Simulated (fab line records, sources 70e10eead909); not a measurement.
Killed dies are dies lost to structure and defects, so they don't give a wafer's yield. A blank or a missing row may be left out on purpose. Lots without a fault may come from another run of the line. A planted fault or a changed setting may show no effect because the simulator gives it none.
fab line records | flow nand_harc
record lots=6 wafers=18 last_day=32
route steps=1302 shown A_SGD_CUT@898 END@1302
lots that met no fault: from a run of the same line without faults
start_h: hours from the record's first day to the start of the lot's first wafer shown | wait_h: hours since the lot's step before | " the same as in the row above | L1.1+2: a row that stands for several wafers | - no value, or no start given | * or withheld: withheld | < > ~ a bound
route shown NAME@n: a module of which the file shows steps, and the number in the route of the first | usual: mean/standard deviation of fault-free wafers | same: alike in all rows | chamber/n: place in a boat | sites: the reading at each site | _std_site: their standard deviation | _edge_site: outer sites' mean less inner sites' | radius_mm: how far each site lies from the wafer's centre | mask NAME#n: copy n | behind: the tool/chamber that last shaped the wafer | hold: why the lot was held/for how many hours/how that ended | device: the transistor (n, p or np) that didn't switch | end of line: the same wafers' tests at the end of the route | a step without rows: its recipe alone | killed: dies lost to structure and defects at the first sort, not the wafer's yield | map: a wafer's dies, x killed, . not, _ none there
set.NAME: the setting as run; set.NAME@STEP: as run at that earlier step | model.NAME: the simulator's own value behind a step, which no gauge read
lots at some steps of the route; a table a step, a row a wafer
services: from which hour (start_h, from the record's first day; less than 0 if before it) a tool's chamber was out of use, for how many hours, and why
## steps
# step NHARC_A_SGD_CUT_EXPOSE_06
# recipe na=1.35 dose_mj=85.59 mask_id=SGD
# step NHARC_A_SGD_CUT_PEB_07
# recipe peb_temp_c=100 peb_time_s=65
# step NHARC_A_SGD_CUT_DEVELOP_08
# recipe develop_time_s=35 dev_temp_c=23
# step NHARC_A_SGD_CUT_CD_MEAS_09
# recipe target_cd_nm=100 landing_energy_ev=500
# usual cd_nm=99.9/0.48
# columns lot.wafer tool chamber start_h wait_h cd_nm
L641.1 cd_sem-03 0 445.38 - 99.7
L641.3 " 0 " " 99.3
L641.5 " 0 " " 100.1
L649.1 cd_sem-02 0 528.30 - 100.0
L649.3 " 0 " " 99.6
L649.6 " 0 " " 99.4
L648.1 cd_sem-01 0 528.63 - 100.7
L648.3 " 0 " " 100.4
L648.5 " 0 " " 99.9
L656.2 cd_sem-01 0 585.48 - 100.2
L656.3 " 0 " " 100.8
L656.5 " 0 " " 100.0
L657.1 cd_sem-02 0 606.08 - 99.7
L657.3 " 0 " " 100.0
L657.4 " 0 " " 99.5
L662.1 cd_sem-03 0 656.63 - 100.1
L662.3 " 0 " " 100.5
L662.4 " 0 " " 100.5
# step NHARC_A_SGD_CUT_OVL_MEAS_10
# usual overlay_x_nm=-0.1/0.85 overlay_y_nm=0.0/0.8
# columns lot.wafer tool chamber start_h wait_h overlay_x_nm overlay_y_nm
L641.1 overlay-02 - 445.46 - 1.0 0.3
L641.3 " - " " 0.8 0.0
L641.5 " - " " 1.1 0.0
L649.1 overlay-01 - 528.39 - 0.0 0.5
L649.3 " - " " 0.1 0.3
L649.6 " - " " 0.0 0.2
L648.1 overlay-01 - 528.71 - -0.3 -0.8
L648.3 " - " " 0.4 -0.5
L648.5 " - " " 0.0 0.1
L656.2 overlay-01 - 585.56 - 1.6 0.1
L656.3 " - " " 1.6 -0.7
L656.5 " - " " 1.6 -0.1
L657.1 overlay-02 - 606.17 - -0.4 0.7
L657.3 " - " " -1.2 1.3
L657.4 " - " " -0.9 0.9
L662.1 overlay-02 - 656.72 - 0.3 -0.8
L662.3 " - " " 0.3 -0.6
L662.4 " - " " 0.4 -0.3
# step NHARC_A_SGD_CUT_INSPECT_11
# usual raw_defect_count=52/27
# columns lot.wafer tool chamber start_h wait_h raw_defect_count
L641.1 defect_inspect-01 - 445.50 0.0 56
L641.3 " - " " 73
L641.5 " - " " 70
L649.1 defect_inspect-01 - 528.43 0.0 19
L649.3 " - " " 23
L649.6 " - " " 21
L648.1 defect_inspect-01 - 528.75 0.0 79
L648.3 " - " " 75
L648.5 " - " " 86
L656.2 defect_inspect-02 - 585.60 0.0 37
L656.3 " - " " 40
L656.5 " - " " 31
L657.1 defect_inspect-01 - 606.20 0.0 18
L657.3 " - " " 12
L657.4 " - " " 23
L662.1 defect_inspect-02 - 656.76 0.0 59
L662.3 " - " " 68
L662.4 " - " " 79
# step NHARC_A_SGD_CUT_DESCUM_14
# recipe time_s=3 o2_flow_sccm=200 ar_flow_sccm=0 bias_power_w=0 chemistry=O2
# usual chamber_pressure_mTorr=60.00/0.05 drypump_motor_current_A=5.8/0.51 oes_product_au=1.001/0.01 rf_vpp_V=58.0/0.96 showerhead_plenum_p_Torr=1.94/0.075 throttle_valve_pct=11.310/0.0089
# columns lot.wafer tool chamber start_h wait_h chamber_pressure_mTorr drypump_motor_current_A oes_product_au rf_hours_counter_h rf_vpp_V showerhead_plenum_p_Torr throttle_valve_pct
L641.1 rie_diel-07 2 445.56 0.1 59.98 4.8 1.015 11 58.0 1.98 11.312
L641.3 " 3 " " 60.07 5.7 1.009 12 57.6 1.97 11.315
L641.5 " 3 " " 59.96 5.7 1.008 - 58.9 1.97 11.305
L649.1 rie_diel-06 3 528.50 0.1 60.01 5.8 1.001 2 58.1 1.98 11.306
L649.3 " 1 " " 59.97 5.9 1.006 2 58.3 2.05 11.310
L649.6 " 3 " " 60.05 5.8 1.000 - 58.8 1.98 11.291
L648.1 rie_diel-01 0 528.82 0.1 59.88 5.2 1.004 6 56.5 1.90 11.304
L648.3 " 1 " " 60.06 5.2 0.995 7 58.8 2.02 11.310
L648.5 " 3 " " 60.00 6.5 0.984 - 58.6 1.84 11.302
L656.3 rie_diel-01 2 585.67 0.1 60.02 5.9 1.012 1 58.9 2.00 11.305
L656.2 " 0 " " 60.09 5.3 1.014 1 57.0 1.90 11.305
L656.5 " 2 " " 59.96 5.9 1.007 - 58.8 2.00 11.308
L657.4 rie_diel-06 2 606.27 0.1 59.99 6.6 0.986 7 56.8 1.90 11.301
L657.1 " 3 " " 59.93 5.8 0.997 7 57.1 1.98 11.300
L657.3 " 0 " " 60.01 5.8 1.008 6 58.0 1.86 11.314
L662.3 rie_diel-06 0 656.82 0.1 59.98 5.8 0.998 10 56.8 1.86 11.324
L662.4 " 1 " " 60.06 5.9 1.007 9 57.2 2.05 11.299
L662.1 " 2 " " 59.94 6.6 0.981 11 57.3 1.90 11.313
# step NHARC_A_SGD_CUT_ETCH_58
# recipe target_depth_a=390 over_etch_frac=0.3 time_s=65 ion_energy_ev=80 cf4_flow_sccm=150 ar_flow_sccm=0 rf_w=300 bias_w=100 chemistry=CF4
# usual chamber_pressure_mTorr=50.01/0.045 drypump_motor_current_A=5.8/0.51 oes_product_au=0.999/0.0089 rf_vpp_V=151.7/1.1 showerhead_plenum_p_Torr=1.79/0.063 throttle_valve_pct=13.283/0.0088
# same over_etch_frac=0.3
# columns lot.wafer tool chamber start_h wait_h chamber_pressure_mTorr drypump_motor_current_A oes_product_au rf_hours_counter_h rf_vpp_V showerhead_plenum_p_Torr throttle_valve_pct
L641.3 rie_diel-07 2 445.66 0.1 49.98 4.8 1.007 11 151.1 1.82 13.275
L641.1 " 3 " " 50.00 5.7 0.994 12 152.1 1.82 13.292
L641.5 " 0 " " 50.06 5.5 0.992 - 150.9 1.79 13.283
L649.1 rie_diel-06 3 528.58 0.1 49.93 5.8 1.005 2 152.1 1.83 13.291
L649.3 " 1 " " 50.02 5.9 1.005 2 151.7 1.89 13.290
L649.6 " 2 " " 49.99 6.6 0.991 - 151.3 1.76 13.283
L648.3 rie_diel-01 2 528.90 0.1 50.02 5.9 1.003 7 153.0 1.84 13.282
L648.1 " 1 " " 49.97 5.2 1.006 7 152.0 1.86 13.284
L648.5 " 3 " " 50.06 6.6 0.991 - 151.1 1.71 13.282
L656.2 rie_diel-01 2 585.75 0.1 49.97 5.9 1.001 1 154.0 1.84 13.296
L656.3 " 0 " " 50.01 5.2 1.010 1 150.9 1.76 13.305
L656.5 " 2 " " 49.99 5.9 1.004 - 151.7 1.84 13.287
L657.4 rie_diel-06 1 606.36 0.1 49.99 5.9 0.995 6 151.7 1.89 13.297
L657.3 " 2 " " 50.10 6.6 0.985 7 152.1 1.76 13.292
L657.1 " 3 " " 50.07 5.8 0.989 7 151.1 1.83 13.285
L662.4 rie_diel-06 0 656.91 0.1 50.00 5.8 1.002 10 151.9 1.73 13.296
L662.3 " 1 " " 49.94 5.8 1.004 9 151.4 1.89 13.290
L662.1 " 2 " " 49.93 6.6 0.983 11 151.1 1.76 13.295
# step NHARC_A_SGD_CUT_ETCH_59
# recipe target_depth_a=2600 over_etch_frac=0.25 time_s=406.25 ion_energy_ev=200 n2_flow_sccm=150 h2_flow_sccm=150 ar_flow_sccm=0 rf_w=400 bias_w=150 chemistry=N2/H2
# usual chamber_pressure_mTorr=30.00/0.031 drypump_motor_current_A=5.8/0.51 oes_product_au=0.998/0.0097 rf_vpp_V=431.2/2.2 showerhead_plenum_p_Torr=2.07/0.079 throttle_valve_pct=14.172/0.0088
# same over_etch_frac=0.25
# columns lot.wafer tool chamber start_h wait_h chamber_pressure_mTorr drypump_motor_current_A oes_product_au rf_hours_counter_h rf_vpp_V showerhead_plenum_p_Torr throttle_valve_pct
L641.1 rie_diel-07 0 - - 29.98 5.5 0.987 13 431.7 2.06 14.183
L641.3 " 3 " " 29.99 5.7 0.996 12 431.4 2.10 14.174
L641.5 " 1 " " 30.00 5.3 0.983 - 427.1 1.91 14.160
L649.3 rie_diel-06 3 - - 30.00 5.7 1.000 2 433.1 2.12 14.176
L649.1 " 0 " " 30.00 5.8 0.999 2 428.2 1.99 14.177
L649.6 " 3 " " 30.01 5.8 0.999 - 431.8 2.12 14.174
L648.1 rie_diel-01 0 - - 29.98 5.3 1.002 6 430.1 2.03 14.171
L648.3 " 1 " " 30.06 5.2 0.997 7 432.7 2.15 14.202
L648.5 " 1 " " 30.02 5.2 1.004 - 434.2 2.15 14.175
L656.2 rie_diel-07 3 585.83 - 30.08 5.7 1.007 9 432.8 2.10 14.173
L656.3 " 0 " " 30.01 5.5 0.995 8 431.3 2.06 14.157
L656.5 " 0 " " 30.03 5.5 0.998 - 430.1 2.06 14.171
L657.1 rie_diel-06 2 - - 30.03 6.6 0.994 7 430.8 2.03 14.167
L657.4 " 3 " " 30.04 5.8 0.996 7 432.1 2.12 14.180
L657.3 " 0 " " 30.04 5.8 0.995 7 430.2 1.99 14.173
L662.4 rie_diel-06 1 - - 30.03 5.9 1.002 9 434.1 2.19 14.165
L662.1 " 2 " " 29.99 6.6 0.983 11 428.9 2.03 14.155
L662.3 " 0 " " 30.00 5.8 0.986 10 428.5 1.99 14.162
# step NHARC_A_SGD_CUT_ETCH_15
# recipe target_depth_a=750 time_s=64.3 ch3f_flow_sccm=50 o2_flow_sccm=30 ar_flow_sccm=200 rf_w=500 bias_w=100 chemistry=CH3F/O2
# usual chamber_pressure_mTorr=25.001/0.023 drypump_motor_current_A=5.8/0.5 oes_product_au=0.965/0.017 rf_vpp_V=264.4/1.6 showerhead_plenum_p_Torr=2.49/0.092 throttle_valve_pct=20.663/0.0097
# columns lot.wafer tool chamber start_h wait_h chamber_pressure_mTorr drypump_motor_current_A oes_product_au rf_hours_counter_h rf_vpp_V showerhead_plenum_p_Torr throttle_valve_pct
L641.3 rie_diel-07 1 - - 25.013 5.3 0.983 13 261.4 2.31 20.665
L641.1 " 3 " " 25.000 5.7 0.969 12 265.2 2.53 20.664
L641.5 " 2 " " 24.994 4.8 0.966 - 265.1 2.54 20.666
L649.3 rie_diel-06 0 - - 24.887 5.8 0.975 2 263.3 2.40 20.649
L649.1 " 2 " " 24.996 6.6 0.946 2 262.6 2.45 20.659
L649.6 " 1 " " 25.000 5.8 0.975 - 266.5 2.63 20.674
L648.3 rie_diel-01 2 - - 25.022 5.9 0.979 7 265.2 2.56 20.678
L648.1 " 3 " " 25.001 6.5 0.947 7 263.4 2.37 20.656
L648.5 " 3 " " 25.009 6.5 0.950 - 261.6 2.37 20.667
L656.2 rie_diel-06 1 586.16 - 24.999 5.8 0.995 5 267.4 2.63 20.673
L656.3 " 0 " " 24.995 5.8 1.003 5 262.5 2.40 20.666
L656.5 " 1 " " 25.050 5.9 1.002 - 267.2 2.63 20.667
L657.1 rie_diel-06 2 - - 25.018 6.6 0.944 7 263.8 2.45 20.661
L657.4 " 3 " " 24.953 5.8 0.977 7 264.9 2.54 20.662
L657.3 " 0 " " 25.033 5.8 0.987 7 264.7 2.40 20.651
L662.3 rie_diel-06 1 - - 24.999 5.9 0.951 10 266.5 2.63 20.642
L662.4 " 2 " " 24.966 6.6 0.950 11 262.7 2.44 20.666
L662.1 " 3 " " 25.014 5.8 0.974 11 266.0 2.54 20.668
# step NHARC_A_SGD_CUT_ETCH_16
# recipe target_depth_a=3105 time_s=155.2 c4f8_flow_sccm=withheld o2_flow_sccm=8 ar_flow_sccm=withheld rf_w=600 bias_w=800 chemistry=C4F8/O2/Ar
# usual chamber_pressure_mTorr=24.999/0.02 oes_product_au=0.976/0.016 rf_vpp_V=724/3.8
# columns lot.wafer tool chamber start_h wait_h chamber_pressure_mTorr oes_product_au rf_hours_counter_h rf_vpp_V
L641.1 rie_diel-07 1 - - 24.981 0.984 13 718
L641.3 " 2 " " 24.990 0.981 11 727
L641.5 " 0 " " 24.987 0.978 - 725
L649.3 rie_diel-06 0 - - 24.969 0.988 2 721
L649.1 " 2 " " 25.002 0.950 2 722
L649.6 " 0 " " 24.969 0.993 - 722
L648.3 rie_diel-01 1 - - 25.026 0.978 7 730
L648.1 " 3 " " 24.991 0.954 7 719
L648.5 " 2 " " 24.944 0.981 - 728
L656.2 rie_diel-07 1 586.28 - 24.997 1.026 8 717
L656.3 " 2 " " 25.033 1.002 9 726
L656.5 " 1 " " 24.990 1.017 - 716
L657.4 rie_diel-06 1 - - 24.989 0.986 7 731
L657.3 " 3 " " 25.000 0.975 7 726
L657.1 " 0 " " 25.013 0.985 7 720
L662.4 rie_diel-06 3 - - 24.992 0.982 11 725
L662.1 " 1 " " 24.996 0.975 10 729
L662.3 " 2 " " 24.982 0.962 11 725
# step NHARC_A_SGD_CUT_STRIP_60
# recipe c4f8_flow_sccm=withheld o2_flow_sccm=8 ar_flow_sccm=withheld bias_w=0 chemistry=C4F8/O2/Ar
# step NHARC_A_SGD_CUT_STRIP_17
# recipe o2_flow_sccm=500 ar_flow_sccm=0 bias_w=0 chemistry=O2
# usual bias_w=0/0 chamber_pressure_mTorr=60.00/0.054 drypump_motor_current_A=5.8/0.49 oes_product_au=1.001/0.0094 rf_vpp_V=57.9/0.8 showerhead_plenum_p_Torr=3.57/0.13 throttle_valve_pct=17.036/0.0092
# columns lot.wafer tool chamber start_h wait_h bias_w chamber_pressure_mTorr drypump_motor_current_A oes_product_au rf_hours_counter_h rf_vpp_V showerhead_plenum_p_Torr throttle_valve_pct
L641.3 rie_diel-07 0 446.34 - 0 59.94 5.5 1.004 14 57.1 3.57 17.030
L641.1 " 3 " " 0 59.93 5.7 1.001 12 57.3 3.62 17.030
L641.5 " 0 " " 0 59.92 5.5 0.997 - 58.2 3.57 17.030
L649.1 rie_diel-06 0 529.26 - - - - - - - - -
L649.3 " 2 " " - - - - - - - -
L649.6 " 1 " " - - - - - - - -
L648.3 rie_diel-01 3 529.60 - - - - - - - - -
L648.1 " 1 " " - - - - - - - -
L648.5 " 2 " " - - - - - - - -
L656.3 rie_diel-07 2 586.54 0.1 0 60.04 4.8 1.014 9 56.5 3.63 17.035
L656.2 " 0 " " 0 60.01 5.5 0.989 8 58.0 3.56 17.041
L656.5 " 2 " " 0 59.94 4.8 1.009 - 58.4 3.63 17.030
L657.3 rie_diel-06 0 607.04 - 0 59.98 5.8 1.000 7 57.1 3.44 17.036
L657.4 " 1 " " 0 59.99 5.9 0.999 7 58.2 3.76 17.048
L657.1 " 2 " " 0 60.02 6.6 1.001 8 58.6 3.51 17.044
L662.3 rie_diel-06 0 657.81 - 0 59.99 5.8 1.007 10 58.3 3.44 17.038
L662.1 " 1 " " 0 59.99 5.9 1.004 10 58.4 3.76 17.031
L662.4 " 2 " " 0 60.00 6.6 0.978 12 58.4 3.51 17.042
# step NHARC_A_SGD_CUT_PRECLEAN_18
# recipe time_s=* temp_c=50 bath_age_min=0 chemistry=SC1
# step NHARC_END_SORT_01
# recipe temp_c=25
# usual killed_at_array=55/12 killed_at_other=1.0/1.2 killed_at_periphery=3.9/2.6 killed_dies=60/12 killed_open=3.3/1.9 killed_short=2.5/1.8
# same gross_dies=677
# columns lot.wafer tool chamber start_h wait_h killed_at_array killed_at_other killed_at_periphery killed_dies killed_open killed_short
L641.1 prober-01 0 575.42 2.5 61 3 2 66 4 1
L641.3 prober-01 0 577.04 3.1 69 0 0 69 3 3
L641.5 prober-01 0 578.65 3.7 69 2 1 72 3 1
L648.1 prober-01 0 648.83 2.5 671 4 2 677 0 4
L648.3 prober-01 0 650.42 3.1 672 1 4 677 3 2
L648.5 prober-01 0 652.00 3.7 670 1 6 677 8 3
L649.1 prober-02 0 653.84 2.5 672 2 3 677 3 2
L649.3 prober-02 0 655.44 3.1 666 0 11 677 2 4
L649.6 prober-02 0 657.83 4.0 667 3 7 677 1 4
L656.2 prober-02 0 706.45 2.8 58 1 4 63 1 4
L656.3 prober-02 0 707.25 3.1 52 0 2 54 3 0
L656.5 prober-02 0 708.84 3.7 50 0 1 51 2 2
# killed by level:class
L641.1 A_CHANNEL_HOLE_D2:chamber_film_flake=23 A_SLIT:chamber_film_flake=23 A_CONTACT:chamber_film_flake=7 A_STAIRCASE:chamber_film_flake=3 A_M0:geometric_particle:open=2 A_CHANNEL_HOLE_D1:chamber_film_flake=2 THIN_TSV:chamber_film_flake=2 P_CONTACT:geometric_particle:short=1
L641.3 A_CHANNEL_HOLE_D2:chamber_film_flake=28 A_SLIT:chamber_film_flake=23 A_CONTACT:chamber_film_flake=6 A_STAIRCASE:chamber_film_flake=3 A_BLC:geometric_particle:open=2 A_CHANNEL_FILL_D1:geometric_particle:short=1 A_SLIT:geometric_particle:open=1 A_WL_FILL:geometric_particle:short=1
L641.5 A_CHANNEL_HOLE_D2:chamber_film_flake=31 A_SLIT:chamber_film_flake=23 A_STAIRCASE:chamber_film_flake=7 A_CONTACT:chamber_film_flake=3 THIN_TSV:chamber_film_flake=2 P_M0:geometric_particle:open=1 A_CHANNEL_HOLE_D1:geometric_particle:open=1 A_DECK1_JOINT:geometric_particle:short=1
L648.1 A_SGD_CUT:area_strip=614 A_CHANNEL_HOLE_D1:chamber_film_flake=29 A_CHANNEL_HOLE_D2:chamber_film_flake=15 THIN_TSV:chamber_film_flake=4 A_CONTACT:chamber_film_flake=3 A_STAIRCASE:chamber_film_flake=3 A_SLIT:chamber_film_flake=3 A_CHANNEL_FILL_D1:geometric_particle:short=2
L648.3 A_SGD_CUT:area_strip=615 A_CHANNEL_HOLE_D1:chamber_film_flake=28 A_CHANNEL_HOLE_D2:chamber_film_flake=12 A_STAIRCASE:chamber_film_flake=8 P_GATE:chamber_film_flake=2 A_CHANNEL_HOLE_D2:geometric_particle:open=1 A_CHANNEL_HOLE_D2:geometric_particle:short=1 A_CHANNEL_FILL_D2:geometric_particle:open=1
L648.5 A_SGD_CUT:area_strip=605 A_CHANNEL_HOLE_D1:chamber_film_flake=27 A_CHANNEL_HOLE_D2:chamber_film_flake=19 A_DECK1_JOINT:chamber_film_flake=4 A_CONTACT:chamber_film_flake=3 A_CHANNEL_FILL_D2:geometric_particle:open=2 A_CHANNEL_FILL_D2:geometric_particle:short=2 A_STAIRCASE:chamber_film_flake=2
L649.1 A_SGD_CUT:area_strip=628 A_SLIT:chamber_film_flake=27 A_CHANNEL_HOLE_D2:chamber_film_flake=5 A_CONTACT:chamber_film_flake=4 THIN_TSV:chamber_film_flake=2 A_ONON_D1:geometric_particle:short=1 A_CHANNEL_HOLE_D1:geometric_particle:open=1 A_CHANNEL_FILL_D1:geometric_particle:short=1
L649.3 A_SGD_CUT:area_strip=616 A_SLIT:chamber_film_flake=22 A_CHANNEL_HOLE_D2:chamber_film_flake=10 A_CHANNEL_HOLE_D1:chamber_film_flake=6 P_M2:chamber_film_flake=4 A_CONTACT:chamber_film_flake=4 P_STI:chamber_film_flake=3 P_CONTACT:chamber_film_flake=3
L649.6 A_SGD_CUT:area_strip=616 A_SLIT:chamber_film_flake=27 A_CHANNEL_HOLE_D2:chamber_film_flake=12 A_CONTACT:chamber_film_flake=5 P_M2:chamber_film_flake=3 A_CHANNEL_HOLE_D1:chamber_film_flake=3 P_CONTACT:chamber_film_flake=2 THIN_TSV:chamber_film_flake=2
L656.2 A_SLIT:chamber_film_flake=26 A_CHANNEL_HOLE_D2:chamber_film_flake=19 A_CHANNEL_HOLE_D1:chamber_film_flake=6 A_CONTACT:chamber_film_flake=3 P_GATE:geometric_particle:open=1 P_M1:geometric_particle:short=1 A_CHANNEL_HOLE_D1:geometric_particle:short=1 A_ONON_D2:geometric_particle:short=1
L656.3 A_SLIT:chamber_film_flake=24 A_CHANNEL_HOLE_D2:chamber_film_flake=17 A_CHANNEL_HOLE_D1:chamber_film_flake=4 A_CONTACT:chamber_film_flake=3 A_CHANNEL_FILL_D1:geometric_particle:open=2 A_M0:geometric_particle:open=1 P_GATE:chamber_film_flake=1 P_M2:chamber_film_flake=1
L656.5 A_SLIT:chamber_film_flake=25 A_CHANNEL_HOLE_D2:chamber_film_flake=15 A_CHANNEL_HOLE_D1:chamber_film_flake=2 A_CONTACT:chamber_film_flake=2 A_ONON_D2:geometric_particle:short=1 A_WL_FILL:geometric_particle:open=1 A_CONTACT:geometric_particle:short=1 A_CONTACT:geometric_particle:open=1
# map L648.1 (x killed, . not)
____________x____________
_________xxxxxxx_________
_______xxxxxxxxxxx_______
______xxxxxxxxxxxxx______
_____xxxxxxxxxxxxxxx_____
____xxxxxxxxxxxxxxxxx____
____xxxxxxxxxxxxxxxxx____
___xxxxxxxxxxxxxxxxxxx___
___xxxxxxxxxxxxxxxxxxx___
__xxxxxxxxxxxxxxxxxxxxx__
__xxxxxxxxxxxxxxxxxxxxx__
_xxxxxxxxxxxxxxxxxxxxxxx_
_xxxxxxxxxxxxxxxxxxxxxxx_
_xxxxxxxxxxxxxxxxxxxxxxx_
_xxxxxxxxxxxxxxxxxxxxxxx_
_xxxxxxxxxxxxxxxxxxxxxxx_
xxxxxxxxxxxxxxxxxxxxxxxxx
xxxxxxxxxxxxxxxxxxxxxxxxx
xxxxxxxxxxxxxxxxxxxxxxxxx
xxxxxxxxxxxxxxxxxxxxxxxxx
xxxxxxxxxxxxxxxxxxxxxxxxx
_xxxxxxxxxxxxxxxxxxxxxxx_
_xxxxxxxxxxxxxxxxxxxxxxx_
_xxxxxxxxxxxxxxxxxxxxxxx_
_xxxxxxxxxxxxxxxxxxxxxxx_
_xxxxxxxxxxxxxxxxxxxxxxx_
__xxxxxxxxxxxxxxxxxxxxx__
__xxxxxxxxxxxxxxxxxxxxx__
___xxxxxxxxxxxxxxxxxxx___
___xxxxxxxxxxxxxxxxxxx___
____xxxxxxxxxxxxxxxxx____
____xxxxxxxxxxxxxxxxx____
_____xxxxxxxxxxxxxxx_____
______xxxxxxxxxxxxx______
_______xxxxxxxxxxx_______
_________xxxxxxx_________
____________x____________
# map L649.1 (x killed, . not)
____________x____________
_________xxxxxxx_________
_______xxxxxxxxxxx_______
______xxxxxxxxxxxxx______
_____xxxxxxxxxxxxxxx_____
____xxxxxxxxxxxxxxxxx____
____xxxxxxxxxxxxxxxxx____
___xxxxxxxxxxxxxxxxxxx___
___xxxxxxxxxxxxxxxxxxx___
__xxxxxxxxxxxxxxxxxxxxx__
__xxxxxxxxxxxxxxxxxxxxx__
_xxxxxxxxxxxxxxxxxxxxxxx_
_xxxxxxxxxxxxxxxxxxxxxxx_
_xxxxxxxxxxxxxxxxxxxxxxx_
_xxxxxxxxxxxxxxxxxxxxxxx_
_xxxxxxxxxxxxxxxxxxxxxxx_
xxxxxxxxxxxxxxxxxxxxxxxxx
xxxxxxxxxxxxxxxxxxxxxxxxx
xxxxxxxxxxxxxxxxxxxxxxxxx
xxxxxxxxxxxxxxxxxxxxxxxxx
xxxxxxxxxxxxxxxxxxxxxxxxx
_xxxxxxxxxxxxxxxxxxxxxxx_
_xxxxxxxxxxxxxxxxxxxxxxx_
_xxxxxxxxxxxxxxxxxxxxxxx_
_xxxxxxxxxxxxxxxxxxxxxxx_
_xxxxxxxxxxxxxxxxxxxxxxx_
__xxxxxxxxxxxxxxxxxxxxx__
__xxxxxxxxxxxxxxxxxxxxx__
___xxxxxxxxxxxxxxxxxxx___
___xxxxxxxxxxxxxxxxxxx___
____xxxxxxxxxxxxxxxxx____
____xxxxxxxxxxxxxxxxx____
_____xxxxxxxxxxxxxxx_____
______xxxxxxxxxxxxx______
_______xxxxxxxxxxx_______
_________xxxxxxx_________
____________x____________
## services
# columns tool chamber start_h hours kind
rie_diel-07 2 435.37 6.2 repair
rie_diel-06 0 438.73 - clean
rie_diel-06 1 438.73 - clean
rie_diel-06 2 438.73 - clean
rie_diel-06 3 438.73 - clean
rie_diel-06 0 463.23 - clean
rie_diel-06 1 463.23 - clean
rie_diel-06 2 463.23 - clean
rie_diel-06 3 463.23 - clean
rie_diel-07 - 471.20 9.0 pm
rie_diel-06 3 471.33 3.1 repair
rie_diel-07 - 482.95 0.8 repair
rie_diel-06 - 484.20 9.0 pm
rie_diel-06 0 484.20 9.0 vent_cycle
rie_diel-06 1 484.20 9.0 vent_cycle
rie_diel-06 2 484.20 9.0 vent_cycle
rie_diel-01 - 550.78 0.5 repair
rie_diel-01 - 557.80 9.0 pm
rie_diel-01 - 585.80 13.2 repair
rie_diel-06 - 599.07 1.0 repair
rie_diel-06 1 629.48 3.8 repair
rie_diel-01 1 641.93 3.9 repair
rie_diel-07 0 642.07 10.0 repair
rie_diel-07 - 648.20 9.0 pm
## key
first_sign step=NHARC_A_SGD_CUT_STRIP_17 reading=tool_record direction=missing
effect step=NHARC_END_SORT_01 reading=killed_dies direction=up sigmas=52 usual=60 struck=677
more_kills_born_at NHARC_A_SGD_CUT_STRIP_17@rie_diel-06=1860 NHARC_A_SGD_CUT_STRIP_17@rie_diel-01=1834
met_at NHARC_A_SGD_CUT_STRIP_17
struck_wafers L648.1,L648.3,L648.5,L649.1,L649.3,L649.6
later_rows_left_out L648.1,L648.3,L648.5,L649.1,L649.3,L649.6
tester_left_out L648,L649
fault kind=skipped_step_whole tool=rie_diel-01,rie_diel-06 chamber=- onset_h=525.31 steps=NHARC_A_SGD_CUT_STRIP_17 scope=struck_lots_only
# tester_left_out: of these lots the tester's yield and bins aren't shown, on N5 and GAA mostly nor the transistor test; their killed dies are dies lost to structure and defects alone, not to doping, threshold or leakage, so they don't give the yield
# later_rows_left_out: the simulator's readings of these wafers behind a module that went badly wrong aren't trusted and aren't shown, but for the sort
